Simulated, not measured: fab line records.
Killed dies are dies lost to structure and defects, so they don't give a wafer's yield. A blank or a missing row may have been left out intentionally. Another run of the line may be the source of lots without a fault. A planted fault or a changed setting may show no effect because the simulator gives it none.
A struck lot beside a sound one + flow n5-finfet + 16 out of 1938 route steps
Sound: these wafers, L205.4, L205.5, L205.6. Struck: wafers L199.1, L199.4 (left out: L199.5, a lot-mate that was not struck); the cause follows at the end.
Each step with rows lists, per side, the tool, then ch with its chambers, then its first start. Under that, the readings that differ: sound wafers + struck wafers + difference of the means + sigmas: that difference in standard deviations of wafers without a fault.
alike: a reading whose means differ by less than 2 such deviations, as well as words and numbers matching on both sides. not compared: withheld readings; readings where some wafer has no value; bounds like >300 that might hide an equal value; numbers whose values overlap and for which the record gives no deviation.
A row with sigmas, a row that says differs or no value, or rows on one side alone: a step with any of these is where the two part. Non-overlapping numbers with no deviation appear without sigmas and do not part them. A reading that every wafer of one side lacks parts them only if that side has two wafers or more.

N5_BEOL_M1_SPUTTER_92: material Cu, target thk 4.5 nm, time 8.29 s.
  struck on pvd-sputter-03, day 8 08:34; sound on pvd-sputter-02, day 9 18:32
  alike: throttle-valve-pct
N5_BEOL_M1_ANNEAL_93: time 240 s.
  struck on pvd-sputter-03, day 8 08:38; sound on pvd-sputter-02, day 9 18:37
  alike: heater-power-w
N5_BEOL_M1_SPUTTER_94: material Cu, target thk 4.5 nm, time 8.29 s.
  struck on pvd-sputter-03, day 8 08:47; sound on pvd-sputter-02, day 9 18:45
  alike: throttle-valve-pct
N5_BEOL_M1_ANNEAL_95: time 240 s.
  struck on pvd-sputter-03, day 8 08:52; sound on pvd-sputter-02, day 9 18:50
  alike: heater-power-w
then, 2 steps without rows for these wafers: N5_BEOL_M1_SPUTTER_96 (material Cu, target thk 4.5 nm, time 8.29 s); N5_BEOL_M1_ECD_50 (material Cu, target thk 300 nm).
N5_BEOL_M1_ANNEAL_51: time 90 s.
  sound on rtp-anneal-01 ch 0, day 9 19:18; struck on rtp-anneal-01 ch 0, day 8 09:14
  alike: wafer_temp_C_max
then, 1 step without rows for these wafers: N5_BEOL_M1_CMP_52 (polishes, stops on SiOC, t overpolish 6.8 s, target thk 40 nm).
N5_BEOL_M1_THK_MEAS_53: measures by xrf.
  struck on film-metro-01, day 8 09:49; sound on film-metro-01, day 9 19:46
  alike: M1_THK
then, 3 steps without rows for these wafers: N5_BEOL_M1_PRE_CLEAN_60 (time 15 s); N5_BEOL_M1_CO_CAP_55 (material Co, precursor CCTBA/H2, target thk 2 nm, time 102.1 s); N5_BEOL_M1_PRE_CLEAN_56 (time 15 s).
N5_BEOL_M1_DEP_57: deposits SiCN from 3MS/NH3, target thk 8 nm, time 14 s.
  sound on pecvd-03 ch 0,1,2, day 9 19:58; struck on pecvd-04 ch 0,1, day 8 10:01
| reading                                  | sound   | struck  | difference | sigmas |
|------------------------------------------|---------|---------|------------|--------|
| model.SiCN_of_BEOL_M1_DEP_57.thk-nm (nm) | 8 8.2 8 | 10.8 11 | +2.8       |        |
  alike: showerhead-plenum-p-Torr, showerhead-vpp-V, throttle-valve-pct
N5_BEOL_M1_RS_MEAS_58: measurement is done with a four-point probe.
  struck on film-metro-02, day 8 10:06; sound on film-metro-02, day 9 20:01
  alike: M1_RS
N5_BEOL_M4_RC_MEAS_101:
  sound on prober-01 ch 0, day 11 03:47; struck on prober-01 ch 0, day 9 21:38
  alike: DIBL_N, DIBL_P, IOFF_N, IOFF_P, ION_N, ION_P, SS_N, SS_P, VT_N, VT_P
N5_PASSIVATION_PROBE_49:
  the record holds rows for the sound wafers here (prober-02, day 15 10:41) but none for the struck ones

== WHERE THEY PART ==
N5_PASSIVATION_PROBE_49 only, going by this record.

WHY: what had been put in by the simulator
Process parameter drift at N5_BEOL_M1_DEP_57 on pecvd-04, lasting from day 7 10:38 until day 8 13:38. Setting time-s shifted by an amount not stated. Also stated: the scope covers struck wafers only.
